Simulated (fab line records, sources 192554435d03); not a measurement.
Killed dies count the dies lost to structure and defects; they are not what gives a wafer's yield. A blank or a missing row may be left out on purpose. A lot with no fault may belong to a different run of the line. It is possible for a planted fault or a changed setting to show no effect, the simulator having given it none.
fab line records + flow n5_finfet
record:
- lots: 15
- wafers: 44
- last_day: 17
route steps=1938 shown BEOL_M5@1181 BEOL_M6@1205
lots that met no fault: from a run of the same line without faults
start_h: start of the lot's first displayed wafer, in hours after the record's first day + wait_h: hours from the lot's prior step to this one + " identical to the entry in the row above + L1.1+2: a row that stands for several wafers + - either no value or no given start + * or withheld: withheld + < > ~ a bound
route shown NAME@n: NAME is a module with steps in the file, n the number in the route of the first one + usual: mean and standard deviation over wafers with no fault + same: alike in all rows + chamber/n: place in a boat + sites: each site's reading + _std_site: the values' standard deviation + _edge_site: inner sites' mean taken away from outer sites' mean + radius_mm: for every site, how far away it sits from the centre of the wafer + mask NAME#n: copy n + behind: the tool/chamber that last shaped the wafer + hold: reason for holding the lot/hours on hold/outcome of the hold + device: names the non-switching transistor (n, p or np) + end of line: at the end of the route, the tests of the same wafers + a step without rows: its recipe alone + killed: dies that structure and defects cost at the first sort, which is not the same as the wafer's yield + map: shows each die of a wafer: x if killed, . if not, _ if none is there
set.NAME: the setting that was run; set.NAME@STEP: the one run at that earlier step + model.NAME: the simulator's own value behind a step, which no gauge read
one table for each step of the route and one row for each wafer, over a sample of lots
services: the hour from which a tool's chamber was out of use, counted from the record's first day as start_h (under 0 if before that day), plus the number of hours and why
== steps ==
step: N5_BEOL_M5_SPUTTER_88
recipe:
- material: Cu
- target_thk_a: 150
- temp_c: -20
- chamber_pressure_pa: 0.07
- power_w: withheld
- time_s: 27.62
usual:
- susceptor_temp_C: -19.99/0.11
- throttle_valve_pct: 29.8/1.1
| lot.wafer | tool           | chamber | start_h | wait_h | susceptor_temp_C | throttle_valve_pct |
|-----------|----------------|---------|---------|--------|------------------|--------------------|
| L804.3    | pvd_sputter-02 | -       | 178.86  | 0.5    | -19.93           | 32.2               |
| L804.4    | "              | -       | "       | "      | -20.16           | 27.6               |
| L804.6    | "              | -       | "       | "      | -19.98           | 27.5               |
| L803.1    | pvd_sputter-03 | -       | 183.21  | 0.5    | -19.94           | 29.8               |
| L803.5    | "              | -       | "       | "      | -20.13           | 30.0               |
| L805.3    | pvd_sputter-01 | -       | 205.69  | 0.5    | -19.90           | 29.0               |
| L805.4    | "              | -       | "       | "      | -20.07           | 31.0               |
| L805.6    | "              | -       | "       | "      | -20.10           | 31.0               |
| L808.4    | pvd_sputter-02 | -       | 222.04  | 0.5    | -19.95           | 30.4               |
| L808.5    | "              | -       | "       | "      | -19.84           | 32.0               |
| L808.6    | "              | -       | "       | "      | -19.97           | 30.6               |
| L811.1    | pvd_sputter-02 | -       | 228.95  | 0.5    | -19.86           | 29.2               |
| L811.3    | "              | -       | "       | "      | -19.95           | 32.1               |
| L811.5    | "              | -       | "       | "      | -20.00           | 29.0               |
| L810.1    | pvd_sputter-03 | -       | 230.71  | 0.5    | -20.01           | 28.5               |
| L810.3    | "              | -       | "       | "      | -20.14           | 30.2               |
| L810.5    | "              | -       | "       | "      | -20.07           | 28.7               |
| L813.1    | pvd_sputter-03 | -       | 240.21  | 0.5    | -20.05           | 28.4               |
| L813.4    | "              | -       | "       | "      | -20.23           | 30.1               |
| L813.5    | "              | -       | "       | "      | -19.98           | 28.3               |
| L812.3    | pvd_sputter-02 | -       | 240.62  | 0.5    | -20.26           | 30.8               |
| L812.4    | "              | -       | "       | "      | -20.03           | 27.7               |
| L812.5    | "              | -       | "       | "      | -20.11           | 29.1               |
| L815.1    | pvd_sputter-03 | -       | 267.04  | 0.5    | -20.00           | 28.6               |
| L815.4    | "              | -       | "       | "      | -19.82           | 30.0               |
| L815.5    | "              | -       | "       | "      | -19.84           | 30.0               |
| L818.3    | pvd_sputter-02 | -       | 272.83  | 0.5    | -19.96           | 32.5               |
| L818.5    | "              | -       | "       | "      | -19.94           | 32.1               |
| L818.6    | "              | -       | "       | "      | -20.02           | 30.6               |
| L819.1    | pvd_sputter-03 | -       | 283.82  | 3.4    | -20.06           | 29.9               |
| L819.2    | "              | -       | "       | "      | -19.93           | 30.2               |
| L819.6    | "              | -       | "       | "      | -19.96           | 29.9               |
| L823.1    | pvd_sputter-02 | -       | 299.41  | 0.5    | -20.17           | 29.2               |
| L823.4    | "              | -       | "       | "      | -19.96           | 30.4               |
| L823.5    | "              | -       | "       | "      | -20.00           | 27.8               |
| L822.1    | pvd_sputter-01 | -       | 303.47  | 0.5    | -19.92           | 29.3               |
| L822.2    | "              | -       | "       | "      | -19.85           | 30.3               |
| L822.4    | "              | -       | "       | "      | -20.00           | 29.1               |
| L825.1    | pvd_sputter-03 | -       | 316.85  | 0.5    | -19.80           | 30.1               |
| L825.2    | "              | -       | "       | "      | -19.92           | 30.0               |
| L825.6    | "              | -       | "       | "      | -20.09           | 30.0               |
| L824.1    | pvd_sputter-01 | -       | 317.78  | 0.5    | -19.95           | 29.5               |
| L824.2    | "              | -       | "       | "      | -20.07           | 31.0               |
| L824.3    | "              | -       | "       | "      | -19.90           | 30.6               |
step: N5_BEOL_M5_DEP_56
recipe:
- material: SiCN
- target_thk_a: 80
- temp_c: withheld
- precursor: 3MS/NH3
- pressure_torr: 3
- rf_w: 202
- time_s: 14
usual:
- showerhead_plenum_p_Torr: 3.663/0.018
- throttle_valve_pct: 9.0/0.53
| lot.wafer | tool     | chamber | start_h | wait_h | showerhead_plenum_p_Torr | throttle_valve_pct |
|-----------|----------|---------|---------|--------|--------------------------|--------------------|
| L804.3    | pecvd-02 | 2       | 180.94  | 0.0    | 3.674                    | 9.0                |
| L804.4    | "        | 1       | "       | "      | 3.652                    | 9.5                |
| L804.6    | "        | 2       | "       | "      | 3.673                    | 8.9                |
| L803.1    | pecvd-03 | 0       | 185.91  | 0.0    | 3.669                    | 8.3                |
| L803.5    | "        | 1       | "       | "      | 3.685                    | 9.2                |
| L805.3    | pecvd-01 | 2       | 207.78  | 0.0    | 3.630                    | 8.3                |
| L805.4    | "        | 2       | "       | "      | 3.633                    | 8.4                |
| L805.6    | "        | 0       | "       | "      | 3.689                    | 9.1                |
| L808.4    | pecvd-02 | 0       | 224.15  | 0.0    | 3.660                    | 9.8                |
| L808.5    | "        | 1       | "       | "      | 3.662                    | 9.6                |
| L808.6    | "        | 0       | "       | "      | 3.665                    | 9.6                |
| L811.1    | pecvd-01 | 0       | 231.02  | 0.0    | 3.682                    | 9.0                |
| L811.3    | "        | 2       | "       | "      | 3.630                    | 8.4                |
| L811.5    | "        | 0       | "       | "      | 3.689                    | 9.1                |
| L810.1    | pecvd-01 | 1       | 232.90  | 0.0    | 3.637                    | 8.8                |
| L810.3    | "        | 2       | "       | "      | 3.629                    | 8.3                |
| L810.5    | "        | 1       | "       | "      | 3.643                    | 8.7                |
| L813.1    | pecvd-03 | 1       | 242.44  | 0.0    | 3.688                    | 9.4                |
| L813.4    | "        | 0       | "       | "      | 3.666                    | 8.5                |
| L813.5    | "        | 2       | "       | "      | 3.681                    | 8.5                |
| L812.3    | pecvd-02 | 1       | 242.70  | 0.0    | 3.659                    | 9.5                |
| L812.4    | "        | 2       | "       | "      | 3.659                    | 8.2                |
| L812.5    | "        | 1       | "       | "      | 3.657                    | 9.6                |
| L815.1    | pecvd-02 | 2       | 269.12  | 0.0    | 3.671                    | 8.2                |
| L815.4    | "        | 1       | "       | "      | 3.662                    | 9.7                |
| L815.5    | "        | 0       | "       | "      | 3.663                    | 9.7                |
| L818.3    | pecvd-02 | 0       | 274.91  | 0.0    | 3.668                    | 9.4                |
| L818.5    | "        | 1       | "       | "      | 3.668                    | 9.4                |
| L818.6    | "        | 2       | "       | "      | 3.657                    | 8.2                |
| L819.1    | pecvd-02 | 2       | 285.90  | 0.0    | 3.675                    | 8.3                |
| L819.2    | "        | 1       | "       | "      | 3.666                    | 9.6                |
| L819.6    | "        | 0       | "       | "      | 3.670                    | 9.1                |
| L823.1    | pecvd-02 | 1       | 301.67  | 0.0    | 3.666                    | 9.4                |
| L823.4    | "        | 1       | "       | "      | 3.655                    | 9.4                |
| L823.5    | "        | 2       | "       | "      | 3.675                    | 8.1                |
| L822.1    | pecvd-01 | 1       | 305.56  | 0.0    | 3.640                    | 8.6                |
| L822.2    | "        | 2       | "       | "      | 3.631                    | 8.5                |
| L822.4    | "        | 2       | "       | "      | 3.629                    | 8.3                |
| L825.1    | pecvd-01 | 2       | 318.93  | 0.0    | 3.628                    | 8.3                |
| L825.2    | "        | 0       | "       | "      | 3.696                    | 9.0                |
| L825.6    | "        | 2       | "       | "      | 3.632                    | 8.5                |
| L824.1    | pecvd-02 | 2       | 319.96  | 0.0    | 3.678                    | 8.3                |
| L824.2    | "        | 1       | "       | "      | 3.650                    | 9.5                |
| L824.3    | "        | 0       | "       | "      | 3.663                    | 9.5                |
step: N5_BEOL_M6_PEB_09
recipe:
- peb_temp_c: withheld
- peb_time_s: 60
- resist: CAR-ArF
usual:
- chill_plate_temp_C: 22.98/0.11
- exhaust_pa: 45.0/0.95
| lot.wafer | tool           | chamber | start_h | wait_h | chill_plate_temp_C | exhaust_pa |
|-----------|----------------|---------|---------|--------|--------------------|------------|
| L804.3    | litho_track-02 | 0       | 183.02  | 0.0    | 22.86              | 45.2       |
| L804.4    | "              | 0       | "       | "      | 22.76              | 45.3       |
| L804.6    | "              | 0       | "       | "      | 22.92              | 45.7       |
| L803.1    | litho_track-02 | 0       | 187.79  | 0.1    | 22.94              | 45.3       |
| L803.5    | "              | 0       | "       | "      | 23.09              | 45.2       |
| L805.3    | litho_track-02 | 0       | 210.69  | 0.0    | 22.99              | 44.9       |
| L805.4    | "              | 0       | "       | "      | 23.08              | 46.2       |
| L805.6    | "              | 0       | "       | "      | 23.01              | 45.1       |
| L808.4    | litho_track-03 | 0       | 226.82  | 0.0    | 22.79              | 43.8       |
| L808.5    | "              | 0       | "       | "      | 23.00              | 44.6       |
| L808.6    | "              | 0       | "       | "      | 22.82              | 44.8       |
| L811.1    | litho_track-02 | -       | 232.77  | 0.1    | -                  | -          |
| L811.3    | "              | -       | "       | "      | -                  | -          |
| L811.5    | "              | -       | "       | "      | -                  | -          |
| L810.1    | litho_track-03 | -       | 235.31  | 0.1    | -                  | -          |
| L810.3    | "              | -       | "       | "      | -                  | -          |
| L810.5    | "              | -       | "       | "      | -                  | -          |
| L812.3    | litho_track-04 | -       | 245.41  | 0.0    | -                  | -          |
| L812.4    | "              | -       | "       | "      | -                  | -          |
| L812.5    | "              | -       | "       | "      | -                  | -          |
| L813.1    | litho_track-02 | 0       | 245.57  | 0.1    | 22.99              | 43.6       |
| L813.4    | "              | 0       | "       | "      | 23.09              | 45.0       |
| L813.5    | "              | 0       | "       | "      | 23.12              | 44.4       |
| L815.1    | litho_track-02 | 0       | 270.75  | 0.1    | 23.01              | 44.4       |
| L815.4    | "              | 0       | "       | "      | 22.87              | 46.6       |
| L815.5    | "              | 0       | "       | "      | 22.92              | 45.3       |
| L818.3    | litho_track-02 | 0       | 276.45  | 0.0    | 22.95              | 45.5       |
| L818.5    | "              | 0       | "       | "      | 22.91              | 45.2       |
| L818.6    | "              | 0       | "       | "      | 23.02              | 45.6       |
| L819.1    | litho_track-04 | 0       | 287.48  | 0.1    | 22.97              | 45.3       |
| L819.2    | "              | 0       | "       | "      | 22.87              | 45.0       |
| L819.6    | "              | 0       | "       | "      | 22.91              | 45.6       |
| L823.1    | litho_track-02 | 0       | 303.37  | 0.1    | 22.78              | 44.5       |
| L823.4    | "              | 0       | "       | "      | 22.93              | 44.6       |
| L823.5    | "              | 0       | "       | "      | 22.99              | 43.9       |
| L822.1    | litho_track-02 | 0       | 307.19  | 0.1    | 23.11              | 45.0       |
| L822.2    | "              | 0       | "       | "      | 23.11              | 42.4       |
| L822.4    | "              | 0       | "       | "      | 23.03              | 43.5       |
| L825.1    | litho_track-02 | 0       | 320.65  | 0.1    | 23.02              | 45.6       |
| L825.2    | "              | 0       | "       | "      | 22.95              | 43.3       |
| L825.6    | "              | 0       | "       | "      | 23.01              | 44.5       |
| L824.1    | litho_track-04 | 0       | 321.70  | 0.1    | 23.09              | 44.7       |
| L824.2    | "              | 0       | "       | "      | 23.00              | 44.9       |
| L824.3    | "              | 0       | "       | "      | 23.05              | 45.1       |
step: N5_BEOL_M6_ETCH_61
recipe:
- chemistry: CF4
- target: SiARC
- target_depth_a: 455
- mask_material: CAR-ArF
- time_s: 75.8
- ion_energy_ev: 80
- pressure_mtorr: 40
- source_w: 545
- bias_w: 36
- Ar_flow_sccm: 100
- cf4_flow_sccm: 100
- ends: cleared
usual:
- drypump_motor_current_A: 5.7/0.32
- etch_rf_on_time_s: 75.6/3
- oes_product_au: 0.68/0.068
- rf_vpp_V: 184.3/1.1
- showerhead_plenum_p_Torr: 2.16/0.061
- throttle_valve_pct: 15.61/0.24
| lot.wafer | tool        | chamber | start_h | wait_h | drypump_motor_current_A | etch_rf_on_time_s | oes_product_au | rf_hours_counter_h | rf_vpp_V | showerhead_plenum_p_Torr | throttle_valve_pct |
|-----------|-------------|---------|---------|--------|-------------------------|-------------------|----------------|--------------------|----------|--------------------------|--------------------|
| L804.3    | rie_diel-06 | 3       | 183.47  | 0.0    | 6.1                     | 75.3              | 0.70           | 100                | 186.3    | 2.16                     | 15.43              |
| L804.4    | "           | 0       | "       | "      | 5.6                     | 78.1              | 0.71           | 49                 | 183.8    | 2.09                     | 15.19              |
| L804.6    | "           | 0       | "       | "      | 5.6                     | 77.6              | 0.70           | -                  | 183.6    | 2.09                     | 15.19              |
| L803.1    | rie_diel-01 | 0       | 188.07  | 0.0    | 5.1                     | 71.9              | 0.76           | 37                 | 184.2    | 2.18                     | 15.47              |
| L803.5    | "           | 2       | "       | "      | 5.8                     | 79.8              | 0.57           | -                  | 182.8    | 2.04                     | 16.17              |
| L805.3    | rie_diel-04 | 3       | 210.88  | 0.0    | 6.1                     | 78.0              | 0.66           | 90                 | 182.2    | 2.07                     | 15.41              |
| L805.4    | "           | 3       | "       | "      | 6.2                     | 78.2              | 0.66           | -                  | 184.7    | 2.07                     | 15.39              |
| L805.6    | "           | 2       | "       | "      | 5.5                     | 72.9              | 0.61           | -                  | 185.3    | 2.21                     | 15.47              |
| L808.4    | rie_diel-01 | 1       | 227.00  | 0.0    | 5.6                     | 75.6              | 0.61           | 213                | 185.4    | 2.20                     | 16.00              |
| L808.5    | "           | 3       | "       | "      | 5.5                     | 77.4              | 0.70           | -                  | 185.4    | 2.15                     | 15.68              |
| L808.6    | "           | 2       | "       | "      | 5.8                     | 77.3              | 0.81           | -                  | 185.3    | 2.29                     | 15.70              |
| L811.1    | rie_diel-04 | 1       | 232.96  | 0.0    | 5.4                     | 78.0              | 0.58           | 229                | 183.5    | 2.12                     | 15.65              |
| L811.3    | "           | 3       | "       | "      | 6.2                     | 76.7              | 0.66           | 98                 | 183.2    | 2.07                     | 15.41              |
| L811.5    | "           | 1       | "       | "      | 5.4                     | 79.0              | 0.58           | -                  | 181.8    | 2.12                     | 15.66              |
| L810.1    | rie_diel-01 | 3       | 235.58  | 0.0    | 5.5                     | 78.9              | 0.67           | 87                 | 185.5    | 2.15                     | 15.66              |
| L810.3    | "           | 0       | "       | "      | 5.1                     | 72.5              | 0.73           | 54                 | 183.2    | 2.18                     | 15.50              |
| L810.5    | "           | 0       | "       | "      | 5.1                     | 72.0              | 0.73           | -                  | 186.2    | 2.18                     | 15.50              |
| L812.3    | rie_diel-06 | 3       | 245.62  | 0.0    | 6.0                     | 74.7              | 0.69           | 125                | 183.4    | 2.15                     | 15.48              |
| L812.4    | "           | 0       | "       | "      | 5.6                     | 79.0              | 0.67           | 75                 | 184.2    | 2.08                     | 15.24              |
| L812.5    | "           | 1       | "       | "      | 5.9                     | 69.9              | 0.87           | -                  | 186.1    | 2.20                     | 15.47              |
| L813.1    | rie_diel-01 | 3       | 245.79  | 0.0    | 5.5                     | 79.7              | 0.68           | 91                 | 184.6    | 2.15                     | 15.68              |
| L813.4    | "           | 1       | "       | "      | 5.5                     | 77.5              | 0.60           | 220                | 184.5    | 2.20                     | 16.00              |
| L813.5    | "           | 0       | "       | "      | 5.1                     | 72.1              | 0.73           | -                  | 184.7    | 2.18                     | 15.51              |
| L815.1    | rie_diel-04 | 0       | 271.06  | 0.0    | 6.2                     | 73.3              | 0.71           | 74                 | 184.1    | 2.16                     | 15.32              |
| L815.4    | "           | 2       | "       | "      | 5.5                     | 71.6              | 0.61           | 227                | 184.2    | 2.20                     | 15.49              |
| L815.5    | "           | 0       | "       | "      | 6.2                     | 72.9              | 0.71           | -                  | 183.7    | 2.16                     | 15.33              |
| L818.3    | rie_diel-01 | 3       | 276.82  | 0.0    | 5.5                     | 77.5              | 0.68           | 102                | 183.2    | 2.14                     | 15.68              |
| L818.5    | "           | 1       | "       | "      | 5.6                     | 77.2              | 0.59           | -                  | 184.5    | 2.20                     | 16.02              |
| L818.6    | "           | 2       | "       | "      | 5.8                     | 78.2              | 0.76           | -                  | 185.4    | 2.29                     | 15.75              |
| L819.1    | rie_diel-06 | 3       | 287.67  | 0.0    | 6.0                     | 75.1              | 0.67           | 139                | 182.5    | 2.14                     | 15.49              |
| L819.2    | "           | 2       | "       | "      | 5.7                     | 71.8              | 0.68           | 126                | 184.3    | 2.16                     | 15.89              |
| L819.6    | "           | 0       | "       | "      | 5.6                     | 80.3              | 0.65           | -                  | 181.1    | 2.08                     | 15.26              |
| L823.1    | rie_diel-01 | 2       | 303.56  | 0.0    | 5.8                     | 80.0              | 0.75           | 33                 | 187.0    | 2.28                     | 15.76              |
| L823.4    | "           | 3       | "       | "      | 5.5                     | 78.5              | 0.67           | 112                | 184.1    | 2.14                     | 15.73              |
| L823.5    | "           | 0       | "       | "      | 5.1                     | 74.4              | 0.70           | -                  | 185.9    | 2.17                     | 15.56              |
| L822.1    | rie_diel-04 | 3       | 307.39  | 0.0    | 6.2                     | 77.5              | 0.64           | 126                | 183.4    | 2.06                     | 15.48              |
| L822.2    | "           | 2       | "       | "      | 5.5                     | 72.8              | 0.59           | 238                | 183.9    | 2.20                     | 15.54              |
| L822.4    | "           | 2       | "       | "      | 5.5                     | 72.8              | 0.59           | -                  | 185.4    | 2.20                     | 15.53              |
| L825.1    | rie_diel-01 | 3       | 320.85  | 0.0    | 5.5                     | 77.4              | 0.67           | 119                | 185.6    | 2.14                     | 15.74              |
| L825.2    | "           | 0       | "       | "      | 5.1                     | 73.3              | 0.70           | 86                 | 184.7    | 2.17                     | 15.58              |
| L825.6    | "           | 3       | "       | "      | 5.5                     | 76.9              | 0.66           | -                  | 183.2    | 2.14                     | 15.74              |
| L824.1    | rie_diel-01 | 0       | 321.89  | 0.0    | 5.1                     | 71.9              | 0.70           | 86                 | 185.6    | 2.17                     | 15.56              |
| L824.2    | "           | 1       | "       | "      | 5.6                     | 76.0              | 0.59           | 249                | 185.0    | 2.19                     | 16.04              |
| L824.3    | "           | 3       | "       | "      | 5.5                     | 76.4              | 0.66           | 119                | 185.4    | 2.14                     | 15.75              |
== services ==
| tool        | chamber | start_h | hours | kind                          |
|-------------|---------|---------|-------|-------------------------------|
| rie_diel-06 | 0       | 155.65  | 13.1  | repair                        |
| pecvd-02    | 2       | 158.51  | 5.0   | scheduled_down                |
| rie_diel-01 | 1       | 173.91  | 5.0   | repair                        |
| rie_diel-06 | 1       | 187.11  | 16.2  | repair                        |
| rie_diel-01 | 2       | 201.16  | -     | clean                         |
| rie_diel-01 | 2       | 201.16  | -     | consumable_replace:focus_ring |
| rie_diel-01 | 2       | 201.16  | -     | consumable_replace:showerhead |
| rie_diel-01 | 2       | 201.16  | 13.0  | scheduled_down                |
| rie_diel-01 | 2       | 201.16  | 13.0  | vent_cycle                    |
| pecvd-02    | 2       | 202.38  | -     | clean                         |
| pecvd-02    | 2       | 202.38  | -     | consumable_replace:showerhead |
| pecvd-02    | 2       | 202.38  | 29.0  | scheduled_down                |
| pecvd-02    | 2       | 202.38  | 29.0  | vent_cycle                    |
| rie_diel-04 | 1       | 204.77  | 9.1   | repair                        |
| pecvd-01    | 1       | 233.27  | 5.5   | scheduled_down                |
| rie_diel-06 | 3       | 242.09  | 1.5   | repair                        |
| rie_diel-06 | 0       | 242.48  | 1.3   | repair                        |
| pecvd-02    | 0       | 251.39  | 5.1   | repair                        |
| rie_diel-04 | 0       | 276.72  | 15.8  | repair                        |
| pecvd-01    | 0       | 279.00  | 2.1   | scheduled_down                |
| rie_diel-04 | 3       | 290.02  | 5.1   | repair                        |
| rie_diel-04 | 2       | 293.54  | 9.1   | repair                        |
| pecvd-01    | -       | 297.19  | 1.4   | repair                        |
| pecvd-01    | 1       | 314.37  | 13.0  | repair                        |
== key ==
first_sign:
- step: N5_BEOL_M6_PEB_09
- reading: tool_record
- direction: missing
effect none on later readings
met_at N5_BEOL_M6_PEB_09
struck_lots L810,L811,L812
later_rows_left_out L810.1,L810.3,L810.5,L811.1,L811.3,L811.5,L812.3,L812.4,L812.5
sort_left_out L810.1,L810.3,L810.5,L811.1,L811.3,L811.5,L812.3,L812.4,L812.5
not_acting_at N5_BEOL_M5_SPUTTER_88,N5_BEOL_M5_DEP_56,N5_BEOL_M6_ETCH_61
onset_between 226.82 232.77
fault:
- kind: skipped_step_whole
- tool: litho_track-02,litho_track-03,litho_track-04
- chamber: -
- onset_h: 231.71
- steps: N5_BEOL_M6_PEB_09
- scope: struck_lots_only
sort_left_out: the simulated sort isn't trusted on such a fault, so these wafers' sort isn't shown, and their yield isn't known
later_rows_left_out: the simulator's readings of these wafers behind a module that went badly wrong aren't trusted and aren't shown, but for the sort
